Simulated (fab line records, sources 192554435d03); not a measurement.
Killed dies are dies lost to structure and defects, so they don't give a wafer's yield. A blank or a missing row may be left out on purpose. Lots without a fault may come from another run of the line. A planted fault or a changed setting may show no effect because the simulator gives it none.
fab line records | flow n5_finfet | part 2 of 2: steps 42 to 42 of 42
record lots=6 wafers=18 last_day=17
route steps=1938 shown SD_EPI_P@309 SD_ACTIVATION@330 ILD0@335 SDB@347 MOL_CONTACT_COAG@538 PASSIVATION@1936
lots that met no fault: from a run of the same line without faults
start_h: hours from the record's first day to the start of the lot's first wafer shown | wait_h: hours since the lot's step before | " the same as in the row above | L1.1+2: a row that stands for several wafers | - no value, or no start given | * or withheld: withheld | < > ~ a bound
route shown NAME@n: a module of which the file shows steps, and the number in the route of the first | usual: mean/standard deviation of fault-free wafers | same: alike in all rows | chamber/n: place in a boat | sites: the reading at each site | _std_site: their standard deviation | _edge_site: outer sites' mean less inner sites' | radius_mm: how far each site lies from the wafer's centre | mask NAME#n: copy n | behind: the tool/chamber that last shaped the wafer | hold: why the lot was held/for how many hours/how that ended | device: the transistor (n, p or np) that didn't switch | end of line: the same wafers' tests at the end of the route | a step without rows: its recipe alone | killed: dies lost to structure and defects at the first sort, not the wafer's yield | map: a wafer's dies, x killed, . not, _ none there
set.NAME: the setting as run; set.NAME@STEP: as run at that earlier step | model.NAME: the simulator's own value behind a step, which no gauge read
lots at some steps of the route; a table a step, a row a wafer
services: from which hour (start_h, from the record's first day; less than 0 if before it) a tool's chamber was out of use, for how many hours, and why
## steps
# step N5_PASSIVATION_PROBE_49
# usual killed_at_M0_to_M3=35/11 killed_at_M4_up=13/5.7 killed_at_contacts=12/5.7 killed_at_front_end=40/11 killed_at_other=4/4.4 killed_dies=105/18 killed_on_rim=14/3.9 killed_open=68/14 killed_short=34/7.4
# same gross_dies=1180 killed_at_back_side=0
# columns lot.wafer tool chamber start_h wait_h killed_at_M0_to_M3 killed_at_M4_up killed_at_contacts killed_at_front_end killed_at_other killed_dies killed_on_rim killed_open killed_short
L822.1 prober-02 - 261.73 0.8 46 6 10 28 3 93 16 56 35
L822.2 prober-02 - 261.78 0.8 38 9 4 40 9 100 15 52 45
L822.6 prober-02 - 261.98 1.0 44 16 5 29 10 104 16 61 39
L823.1 prober-01 - 268.44 0.0 38 19 11 43 16 127 9 88 37
L823.3 prober-01 - 268.54 0.1 25 19 7 50 10 111 12 79 31
L823.5 prober-01 - 268.64 0.2 32 17 7 52 17 125 13 76 48
L827.2 prober-02 - 296.10 0.1 36 21 9 63 2 131 21 87 44
L827.3 prober-02 - 296.15 0.1 46 17 4 47 10 124 15 78 38
L827.6 prober-02 - 296.30 0.3 57 13 11 54 1 136 17 85 50
L837.1 prober-02 - 345.56 0.0 45 25 20 29 3 122 13 82 36
L837.3 prober-02 - 345.66 0.1 45 23 7 37 1 113 16 76 37
L837.4 prober-02 - 345.71 0.2 34 8 13 28 8 91 15 50 38
L838.1 prober-02 - 367.59 0.0 34 9 8 37 2 90 11 59 31
L838.3 prober-02 - 367.69 0.1 36 12 16 31 2 97 13 68 28
L838.4 prober-02 - 367.74 0.2 36 24 27 28 3 118 17 80 37
L845.3 prober-02 - 405.46 0.1 33 8 18 35 4 98 11 59 30
L845.4 prober-02 - 405.51 0.2 24 19 8 33 4 88 10 65 23
L845.5 prober-02 - 405.56 0.2 23 7 9 31 8 78 6 49 23
# killed by level:class
L822.1 MOL_CONTACT_COAG:geometric_particle:open=10 BEOL_M0_SAQP:geometric_particle:short=9 FIN_SAQP:geometric_particle:short=8 BEOL_M0_SAQP:geometric_particle:open=7 BEOL_M1:geometric_particle:open=7 BEOL_M3:geometric_particle:open=7 BEOL_M1:geometric_particle:short=6 BEOL_M2:geometric_particle:open=6
L822.2 STI_FIN_REVEAL:geometric_particle:open=15 FIN_SAQP:geometric_particle:short=11 BEOL_M1:geometric_particle:open=9 BEOL_M1:geometric_particle:short=7 BEOL_M0_SAQP:geometric_particle:short=6 BEOL_M3:geometric_particle:open=5 BEOL_M0_SAQP:geometric_particle:open=4 BEOL_M2:geometric_particle:open=4
L822.6 FIN_SAQP:geometric_particle:short=11 BEOL_M0_SAQP:geometric_particle:short=9 BEOL_M0_SAQP:geometric_particle:open=8 BEOL_M1:geometric_particle:open=8 BEOL_M4:geometric_particle:open=7 BEOL_M2:geometric_particle:open=6 STI_FIN_REVEAL:geometric_particle:open=5 BEOL_M1:geometric_particle:short=5
L823.1 STI_FIN_REVEAL:geometric_particle:open=12 BEOL_M0_SAQP:geometric_particle:open=10 FIN_SAQP:geometric_particle:open=9 MOL_CONTACT_COAG:geometric_particle:open=9 BEOL_M1:geometric_particle:open=9 FIN_SAQP:geometric_particle:short=8 BEOL_M4:geometric_particle:open=7 BEOL_M0_SAQP:geometric_particle:short=6
L823.3 FIN_SAQP:geometric_particle:open=19 BEOL_M4:geometric_particle:open=13 FIN_SAQP:geometric_particle:short=10 STI_FIN_REVEAL:geometric_particle:open=8 MOL_CONTACT_COAG:geometric_particle:open=7 BEOL_M0_SAQP:geometric_particle:open=6 BEOL_M0:geometric_particle:open=6 BEOL_M0_SAQP:geometric_particle:short=4
L823.5 STI_FIN_REVEAL:geometric_particle:open=17 FIN_SAQP:geometric_particle:short=15 FIN_SAQP:geometric_particle:open=9 BEOL_M0_SAQP:geometric_particle:short=9 BEOL_M1:geometric_particle:open=8 BEOL_M4:geometric_particle:open=8 BEOL_M0_SAQP:geometric_particle:open=6 MOL_CONTACT_COAG:geometric_particle:open=5
L827.2 STI_FIN_REVEAL:geometric_particle:open=19 FIN_SAQP:geometric_particle:short=14 BEOL_M0_SAQP:geometric_particle:open=11 BEOL_M3:geometric_particle:open=10 FIN_SAQP:geometric_particle:open=9 BEOL_M0_SAQP:geometric_particle:short=8 MOL_CONTACT_COAG:geometric_particle:open=7 GATE_CUT:geometric_particle:short=6
L827.3 BEOL_M0_SAQP:geometric_particle:open=19 STI_FIN_REVEAL:geometric_particle:open=17 BEOL_M0_SAQP:geometric_particle:short=12 BEOL_M3:geometric_particle:open=8 MIM_TOP_ETCH:area_etch=7 FIN_SAQP:geometric_particle:open=6 BEOL_M4:geometric_particle:open=6 GATE_CUT:geometric_particle:short=5
L827.6 BEOL_M0_SAQP:geometric_particle:open=20 STI_FIN_REVEAL:geometric_particle:open=14 GATE_CUT:geometric_particle:short=12 BEOL_M0_SAQP:geometric_particle:short=12 FIN_SAQP:geometric_particle:open=9 BEOL_M3:geometric_particle:open=9 MOL_CONTACT_COAG:geometric_particle:open=8 FIN_SAQP:geometric_particle:short=6
L837.1 MOL_CONTACT_COAG:geometric_particle:open=18 BEOL_M4:geometric_particle:open=12 BEOL_M0_SAQP:geometric_particle:open=12 BEOL_M0_SAQP:geometric_particle:short=10 BEOL_M1:geometric_particle:open=8 STI_FIN_REVEAL:geometric_particle:open=5 FIN_SAQP:geometric_particle:open=4 STARTING-WAFER:geometric_particle:short=4
L837.3 STI_FIN_REVEAL:geometric_particle:open=13 BEOL_M0_SAQP:geometric_particle:open=11 BEOL_M0_SAQP:geometric_particle:short=9 BEOL_M2:geometric_particle:open=8 GATE_CUT:geometric_particle:short=7 BEOL_M4:geometric_particle:open=7 MOL_CONTACT_COAG:geometric_particle:open=6 BEOL_M1:geometric_particle:open=5
L837.4 BEOL_M0_SAQP:geometric_particle:short=12 MOL_CONTACT_COAG:geometric_particle:open=9 BEOL_M0_SAQP:geometric_particle:open=6 BEOL_M1:geometric_particle:open=5 BEOL_M2:geometric_particle:open=5 STI_FIN_REVEAL:geometric_particle:open=4 DUMMY_GATE:geometric_particle:open=4 MOL_CONTACT_COAG:geometric_particle:short=4
L838.1 FIN_SAQP:geometric_particle:open=8 STI_FIN_REVEAL:geometric_particle:open=8 MOL_CONTACT_COAG:geometric_particle:open=7 BEOL_M1:geometric_particle:open=7 BEOL_M1:geometric_particle:short=7 BEOL_M4:geometric_particle:open=6 BEOL_M0_SAQP:geometric_particle:short=6 BEOL_M0_SAQP:geometric_particle:open=6
L838.3 BEOL_M1:geometric_particle:open=18 MOL_CONTACT_COAG:geometric_particle:open=12 DUMMY_GATE:geometric_particle:open=9 FIN_SAQP:geometric_particle:short=6 BEOL_M4:geometric_particle:open=6 FIN_SAQP:geometric_particle:open=4 STI_FIN_REVEAL:geometric_particle:open=4 DUMMY_GATE:geometric_particle:short=4
L838.4 MOL_CONTACT_COAG:geometric_particle:open=21 BEOL_M4:geometric_particle:open=15 BEOL_M0_SAQP:geometric_particle:short=7 MOL_CONTACT_COAG:geometric_particle:short=6 BEOL_M0_SAQP:geometric_particle:open=6 BEOL_M2:geometric_particle:open=6 FIN_SAQP:geometric_particle:open=5 BEOL_M1:geometric_particle:open=5
L845.3 BEOL_M3:geometric_particle:open=17 MOL_CONTACT_COAG:geometric_particle:open=15 FIN_CUT:area_etch=6 FIN_SAQP:geometric_particle:short=5 BEOL_M2:geometric_particle:open=5 STARTING-WAFER:geometric_particle:short=4 DUMMY_GATE:geometric_particle:open=3 MOL_CONTACT_COAG:geometric_particle:short=3
L845.4 MOL_CONTACT_COAG:geometric_particle:open=7 BEOL_M0:geometric_particle:open=7 STARTING-WAFER:geometric_particle:open=7 FIN_SAQP:geometric_particle:open=6 STI_FIN_REVEAL:geometric_particle:open=5 BEOL_M2:geometric_particle:open=5 FIN_SAQP:geometric_particle:short=4 DUMMY_GATE:geometric_particle:open=4
L845.5 BEOL_M3:geometric_particle:open=9 STI_FIN_REVEAL:geometric_particle:open=6 FIN_SAQP:geometric_particle:open=5 BEOL_M2:geometric_particle:open=5 MIM_TOP_ETCH:geometric_particle:short=5 HKMG_FIN:area_etch=5 MOL_CONTACT_COAG:geometric_particle:open=4 MOL_CONTACT_COAG:geometric_particle:short=4
## services
# columns tool chamber start_h hours kind
cmp-01 - 34.44 0.5 repair
cmp-04 - 38.74 3.1 repair
cmp-03 - 42.01 0.9 repair
rie_diel-02 3 44.06 5.9 repair
cmp-04 - 45.22 5.4 repair
rie_diel-03 0 47.69 2.1 repair
cmp-03 - 50.71 6.3 pm
rie_si-06 - 61.08 2.8 pm
cmp-03 - 68.20 0.2 repair
ald_sin-02 1 69.29 7.8 repair
epi_rpcvd-02 - 77.21 1.2 repair
ald_sin-01 0 80.20 20.4 repair
cmp-01 - 84.84 16.2 pm
cmp-04 - 126.13 0.8 repair
ald_sin-01 1 129.96 14.0 repair
cmp-04 - 133.17 4.0 pm
rie_diel-04 1 152.74 6.5 repair
ald_sin-01 - 176.92 14.0 pm
rie_si-02 1 189.61 11.2 repair
cmp-04 - 205.68 3.3 repair
rie_si-02 - 211.97 2.8 pm
ald_sin-01 - 214.57 0.5 repair
ald_sin-01 - 218.36 6.1 pm
rie_diel-03 - 220.73 0.9 repair
